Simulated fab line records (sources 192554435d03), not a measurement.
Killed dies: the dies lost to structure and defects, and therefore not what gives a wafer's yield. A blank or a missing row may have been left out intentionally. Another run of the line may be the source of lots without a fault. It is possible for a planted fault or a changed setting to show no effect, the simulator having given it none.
Lot-split experiment	flow n5Finfet	7 lots, 21 wafers read, on a route of 1938 steps

THE SPLIT ITSELF
At N5_BEOL_M9_EXPOSE_25 (exposes mask V8), the setting doseMj was moved away from the recipe's 37.25 on 9 of the 21 wafers read, by -7.0% to +7.3%. For the rest of the wafers, this setting stayed at what the recipe calls for.

FROM THE SPLIT TO THE READING: what the file shows between them, 2 steps
- N5_BEOL_M9_PEB_26: peb time 60 s
- N5_BEOL_M9_DEVELOP_27: develop time 30 s

THE READING
cdNm, in nm, at N5_BEOL_M9_CD_MEAS_28 (target cd 70 nm). On this fab line, fault-free wafers typically give 70.00 nm with a standard deviation of 0.25 nm.

wafer	tool, chamber at the split	doseMj as run	against the recipe	cdNm, nm	against lot-mates on the recipe
L076.2	euvScanner-02, 0	39.96	+7.3%	71.77	+1.92
L076.4	euvScanner-02, 0	37.25	recipe	69.99	-
L076.6	euvScanner-02, 0	37.25	recipe	69.70	-
L078.1	euvScanner-01, 0	34.64	-7.0%	68.42	-1.84
L078.3	euvScanner-01, 0	37.25	recipe	70.09	-
L078.6	euvScanner-01, 0	37.25	recipe	70.43	-
L079.2	euvScanner-01, 0	37.25	recipe	69.96	-
L079.5	euvScanner-01, 0	35.24	-5.4%	68.68	-1.28
L079.6	euvScanner-01, 0	35.24	-5.4%	68.68	-1.28
L083.3	euvScanner-01, 0	37.25	recipe	69.51	-
L083.5	euvScanner-01, 0	37.25	recipe	69.94	-
L083.6	euvScanner-01, 0	37.25	recipe	69.97	-
L086.1	euvScanner-01, 0	39.34	+5.6%	71.16	+1.24
L086.5	euvScanner-01, 0	37.25	recipe	69.92	-
L086.6	euvScanner-01, 0	39.34	+5.6%	71.35	+1.43
L094.2	euvScanner-01, 0	35.85	-3.8%	68.68	no lot-mate on the recipe
L094.3	euvScanner-01, 0	35.85	-3.8%	68.69	no lot-mate on the recipe
L094.6	euvScanner-01, 0	35.85	-3.8%	69.11	no lot-mate on the recipe
L096.2	euvScanner-01, 0	37.25	recipe	70.01	-
L096.5	euvScanner-01, 0	37.25	recipe	70.30	-
L096.6	euvScanner-01, 0	37.25	recipe	69.97	-

THE FIT
A straight line over all 21 wafers: cdNm changes by +0.245 nm for each +1% of doseMj; r = +0.97; the points scatter about the line by 0.22 nm.
The same after taking each lot's own level away (the mean of its wafers on the recipe; 18 wafers): +0.249 nm for each +1%; r = +0.99; scatter 0.15 nm.
According to that fit, moving doseMj by its largest amount changes the reading by 1.8 nm.
The span of the lots' own levels, 69.807 to 70.260 nm, comes to 1.8 times the standard deviation stated above.
The two slopes agree, so the slope changes little with the lot-to-lot level.
Check: +1.77 nm against its lot-mates is what the line predicts for one of the wafers moved furthest among these (+7.3%) when that wafer is left out of the fit. It came out at +1.92 nm against them.

THESE WAFERS: OTHER SPLITS
Other splits were also applied to these wafers ahead of the reading. Each is held against what the fit with the lots' levels taken away leaves over:
other split on the same wafers	wafers away from the commonest value	r with cdNm (lot level and that fit taken away)
N5_BEOL_M3_ETCH_41 targetDepthA	5	+0.11
N5_BEOL_M5_ETCH_72 biasW	7	-0.02
N5_BEOL_M5_COAT_22 spinRpm	8	-0.15
N5_BEOL_M6_COAT_60 spinRpm	6	-0.13
N5_BEOL_M6_ETCH_62 timeS	5	-0.05
N5_BEOL_M7_PECVD_70 tempC	6	-0.11
N5_BEOL_M7_COAT_05 spinRpm	9	+0.01
N5_BEOL_M7_EXPOSE_25 doseMj	7	-0.19
N5_BEOL_M7_DESCUM_33 timeS	10	+0.22

FILE'S OWN FIT
cdNm changes by +0.253 nm for each +1% of doseMj, r = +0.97.
